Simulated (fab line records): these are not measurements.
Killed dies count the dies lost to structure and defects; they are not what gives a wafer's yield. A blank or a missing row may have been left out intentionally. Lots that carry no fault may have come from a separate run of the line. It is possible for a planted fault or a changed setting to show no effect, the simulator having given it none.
Matching of chambers | flow nand_harc | 4 sister chambers for NHARC_A_STAIRCASE_TRIM_20 on rie_diel-02
The step chemistry O2, time 211.2 s. 14 wafers are shown with their chamber, then 7 later ones without.

## WAFERS, EACH WITH ITS CHAMBER
wafer  | chamber | showerhead_plenum_p_Torr (Torr) | drypump_motor_current_A (A) | oes_product_au (a.u.)
L075.1 | 0       | 3.49                            | 5.4                         | 0.993
L075.4 | 2       | 3.52                            | 6.1                         | 0.996
L075.5 | 1       | 3.44                            | 5.5                         | 0.986
L078.1 | 1       | 3.44                            | 5.6                         | 0.981
L078.5 | 0       | 3.49                            | 5.4                         | 1.002
L078.6 | 1       | 3.44                            | 5.6                         | 0.987
L081.2 | 1       | 3.44                            | 5.5                         | 1.002
L081.5 | 1       | 3.44                            | 5.6                         | 0.992
L081.6 | 0       | 3.49                            | 5.5                         | 1.000
L083.1 | 1       | 3.43                            | 5.6                         | 0.992
L083.3 | 2       | 3.51                            | 6.1                         | 1.005
L083.6 | 3       | 3.66                            | 5.4                         | 1.012
L086.3 | 3       | 3.66                            | 5.4                         | 1.012
L086.4 | 1       | 3.43                            | 5.5                         | 0.986

SIGNATURES, as means of the wafers listed above
reading                  | chamber 0 | chamber 1 | chamber 2 | chamber 3 | scatter within a chamber
showerhead_plenum_p_Torr | 3.4900    | 3.4371    | 3.5150    | 3.6600    | 0.00439
drypump_motor_current_A  | 5.433     | 5.557     | 6.100     | 5.400     | 0.0488
oes_product_au           | 0.99833   | 0.98943   | 1.00050   | 1.01200   | 0.00597
Rule: a wafer lies at a distance from a chamber equal to the root of the sum of squares, over the readings, of (its reading less the chamber's mean, divided by the reading's scatter). The wafer belongs to the nearest chamber; if the next one is less than 2 further off, it can't be placed. The scatter: the root of (the sum of the squares of (reading less its chamber's mean) over the shown wafers, divided by (wafers less chambers)).

## WAFERS WITH NO CHAMBER GIVEN
wafer  | showerhead_plenum_p_Torr (Torr) | drypump_motor_current_A (A) | oes_product_au (a.u.)
L086.5 | 3.48                            | 5.5                         | 1.000
L088.2 | 3.66                            | 5.4                         | 1.025
L088.4 | 3.48                            | 5.4                         | 1.007
L088.5 | 3.48                            | 5.4                         | 0.997
L093.2 | 3.65                            | 5.4                         | 0.997
L093.3 | 3.50                            | 6.1                         | 0.991
L093.6 | 3.50                            | 6.1                         | 0.997

## THE CHAMBER EACH PASSED THROUGH
wafer  | from the rows above | in truth
L086.5 | 0                   | 0
L088.2 | 3                   | 3
L088.4 | 0                   | 0
L088.5 | 0                   | 0
L093.2 | 3                   | 3
L093.3 | 2                   | 2
L093.6 | 2                   | 2
Correctly placed: 7 of 7. Number that these rows cannot place: 0. Placed wrongly: 0.
